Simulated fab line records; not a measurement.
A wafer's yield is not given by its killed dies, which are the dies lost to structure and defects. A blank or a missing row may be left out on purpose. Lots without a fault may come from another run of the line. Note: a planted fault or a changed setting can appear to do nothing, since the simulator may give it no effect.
The tool behind it: which one? + flow nand_harc + 15 lots with 45 wafers sampled at 4 steps, on a route of 1159 steps

WHAT EACH GAUGE READ, for each wafer
NHARC_P_M0_THK_MEAS_24: measures by xrf.
| lot  | measured     | on            | thk_nm (nm)       |
|------|--------------|---------------|-------------------|
| L648 | day 6 00:02  | film_metro-01 | 117.5 118.1 118.2 |
| L649 | day 6 09:43  | film_metro-01 | 116.4 118.2 117.9 |
| L650 | day 6 14:33  | film_metro-02 | 119.4 118.7 118.2 |
| L651 | day 6 17:05  | film_metro-01 | 119.1 118.6 115.7 |
| L653 | day 7 13:03  | film_metro-01 | 117.4 117.7 118.0 |
| L655 | day 7 18:04  | film_metro-01 | 118.2 119.1 117.3 |
| L656 | day 8 09:35  | film_metro-01 | 115.4 116.8 118.7 |
| L658 | day 8 19:23  | film_metro-02 | 115.5 115.6 115.3 |
| L659 | day 9 02:02  | film_metro-02 | 119.2 117.5 115.8 |
| L660 | day 9 02:44  | film_metro-02 | 116.6 119.2 119.8 |
| L667 | day 10 16:28 | film_metro-01 | 116.9 117.8 119.6 |
| L668 | day 11 01:01 | film_metro-02 | 116.1 115.5 114.7 |
| L669 | day 11 03:38 | film_metro-01 | 114.7 115.7 113.6 |
| L670 | day 11 05:31 | film_metro-02 | 119.1 116.9 119.0 |
| L671 | day 11 11:59 | film_metro-01 | 116.0 115.2 118.1 |

NHARC_P_M2_OVL_MEAS_10: pitch 340 nm.
| lot  | measured     | on         | overlay_x_nm (nm) | overlay_y_nm (nm) |
|------|--------------|------------|-------------------|-------------------|
| L648 | day 6 05:50  | overlay-01 | 0.3 0.0 0.4       | 0.1 0.5 0.4       |
| L649 | day 6 15:28  | overlay-01 | -0.7 -1.0 -1.0    | 1.1 1.0 1.6       |
| L650 | day 6 20:08  | overlay-01 | -1.0 0.1 -0.8     | -1.2 -1.5 -1.9    |
| L651 | day 6 23:02  | overlay-01 | 0.3 0.5 0.6       | 0.4 0.5 0.7       |
| L653 | day 7 18:54  | overlay-02 | 0.3 0.3 0.6       | 0.6 0.6 1.4       |
| L655 | day 8 00:09  | overlay-01 | -2.4 -1.8 -2.9    | 0.3 0.6 0.2       |
| L656 | day 8 15:32  | overlay-02 | -0.5 -0.6 -1.0    | 1.4 1.7 2.0       |
| L658 | day 9 01:10  | overlay-02 | - - -             | - - -             |
| L659 | day 9 07:43  | overlay-02 | - - -             | - - -             |
| L660 | day 9 09:07  | overlay-01 | - - -             | - - -             |
| L667 | day 10 22:15 | overlay-02 | -0.1 0.7 0.1      | 0.4 0.6 0.7       |
| L668 | day 11 06:47 | overlay-02 | -1.8 -1.4 -1.7    | -0.7 -1.2 -1.2    |
| L669 | day 11 09:30 | overlay-02 | 1.2 1.3 1.4       | 0.1 0.1 -0.3      |
| L670 | day 11 13:29 | overlay-01 | 0.5 0.7 0.5       | 1.1 2.0 2.0       |
| L671 | day 11 17:51 | overlay-02 | 0.9 1.3 0.8       | -2.0 -1.8 -1.4    |

WHICH TOOL RAN EACH LOT (tool, then ch and the chambers of the sampled wafers, then the start)
| lot  | NHARC_P_M1_DEP_33               | NHARC_P_M2_EXPOSE_06               |
|------|---------------------------------|------------------------------------|
| L648 | pecvd-04 ch 0,1, day 6 04:29    | arfi_scanner-03 ch 0, day 6 05:36  |
| L649 | pecvd-02 ch 0,2, day 6 14:13    | arfi_scanner-02 ch 0, day 6 15:15  |
| L650 | pecvd-03 ch 0,1,2, day 6 18:58  | arfi_scanner-02 ch 0, day 6 19:55  |
| L651 | pecvd-02 ch 1,2, day 6 21:42    | arfi_scanner-02 ch 0, day 6 22:48  |
| L653 | pecvd-04 ch 0,1,2, day 7 17:36  | arfi_scanner-01 ch 0, day 7 18:40  |
| L655 | pecvd-04 ch 1,2, day 7 22:49    | arfi_scanner-01 ch 0, day 7 23:56  |
| L656 | pecvd-03 ch 0,2, day 8 14:15    | arfi_scanner-01 ch 0, day 8 15:19  |
| L658 | pecvd-04 ch 0,1,2, day 8 23:52  | arfi_scanner-03, day 9 00:56       |
| L659 | pecvd-03 ch 0,1,2, day 9 06:35  | arfi_scanner-03, day 9 07:29       |
| L660 | pecvd-02 ch 0,1,2, day 9 07:42  | arfi_scanner-03, day 9 08:53       |
| L667 | pecvd-03 ch 0,1,2, day 10 20:58 | arfi_scanner-01 ch 0, day 10 22:02 |
| L668 | pecvd-03 ch 0,2, day 11 05:29   | arfi_scanner-01 ch 0, day 11 06:34 |
| L669 | pecvd-03 ch 1,2, day 11 08:15   | arfi_scanner-03 ch 0, day 11 09:16 |
| L670 | pecvd-02 ch 0,1, day 11 12:05   | arfi_scanner-03 ch 0, day 11 13:16 |
| L671 | pecvd-03 ch 0,1,2, day 11 16:41 | arfi_scanner-03 ch 0, day 11 17:37 |
- NHARC_P_M1_DEP_33: deposits SiCN, target thk 30 nm.
- NHARC_P_M2_EXPOSE_06: exposes mask P M2, target cd 170 nm.

AS READ BY THE TOOLS THEMSELVES (means over the sampled wafers that have a number; for cases with no such wafer, the mark the record gives instead)
NHARC_P_M1_DEP_33.
| lot  | tool     | heater_power_w (W) |
|------|----------|--------------------|
| L648 | pecvd-04 | 436                |
| L649 | pecvd-02 | 555                |
| L650 | pecvd-03 | 612                |
| L651 | pecvd-02 | 545                |
| L653 | pecvd-04 | 508                |
| L655 | pecvd-04 | 570                |
| L656 | pecvd-03 | 600                |
| L658 | pecvd-04 | 501                |
| L659 | pecvd-03 | 603                |
| L660 | pecvd-02 | 602                |
| L667 | pecvd-03 | 594                |
| L668 | pecvd-03 | 582                |
| L669 | pecvd-03 | 622                |
| L670 | pecvd-02 | 572                |
| L671 | pecvd-03 | 593                |

NHARC_P_M2_EXPOSE_06.
| lot  | tool            | exposure_dose_mJ_cm2 | focus_offset_nm (nm) |
|------|-----------------|----------------------|----------------------|
| L648 | arfi_scanner-03 | 80.68                | -0.3                 |
| L649 | arfi_scanner-02 | 80.72                | -0.4                 |
| L650 | arfi_scanner-02 | 80.77                | -0.1                 |
| L651 | arfi_scanner-02 | 80.69                | 0.1                  |
| L653 | arfi_scanner-01 | 80.72                | -0.2                 |
| L655 | arfi_scanner-01 | 80.73                | 0.4                  |
| L656 | arfi_scanner-01 | 80.68                | 0.3                  |
| L658 | arfi_scanner-03 | -                    | -                    |
| L659 | arfi_scanner-03 | -                    | -                    |
| L660 | arfi_scanner-03 | -                    | -                    |
| L667 | arfi_scanner-01 | 80.68                | 1.1                  |
| L668 | arfi_scanner-01 | 80.69                | 0.6                  |
| L669 | arfi_scanner-03 | 80.70                | -0.1                 |
| L670 | arfi_scanner-03 | 80.70                | 0.6                  |
| L671 | arfi_scanner-03 | 80.70                | 0.2                  |

THE ANSWER, worked out from the rows above alone
Rule: what is usual is taken from the lots themselves. Put in order of their means at a reading, lots are off if they are a third of the lots or fewer, leave a main group of 4 or more, and stand apart from it by a gap of 3 or more times the standard deviation of the main group's means; of several such gaps the widest counts. A main group whose means are all the same, to the digits that the tables above print for the reading, isn't used. A lot without any number at a reading at which 4 lots or more have one is off too. All remaining lots with rows at the step are treated as sound. The gauges are gone through in route order, then the tools' own readings, and for those a lot's mean is taken as printed above. At the first step where some lot is off, the reading lying furthest off is the one used; lots without a number count as furthest.
Off: L658, L659, L660, at NHARC_P_M2_OVL_MEAS_10 (overlay_x_nm). Without a number there: L658, L659, L660. The main group has a mean of -0.2 nm with a standard deviation of 1.
If a tool, at a process step before that reading, ran all the lots that are off and no sound lot after the first of them, it fits. The gauges at NHARC_P_M2_OVL_MEAS_10 aren't tried: what is off there is off at NHARC_P_M2_EXPOSE_06 too, on other tools, and a gauge's error can't cause that. Of those tried, none fits.

WHAT WAS PUT IN BY THE SIMULATOR
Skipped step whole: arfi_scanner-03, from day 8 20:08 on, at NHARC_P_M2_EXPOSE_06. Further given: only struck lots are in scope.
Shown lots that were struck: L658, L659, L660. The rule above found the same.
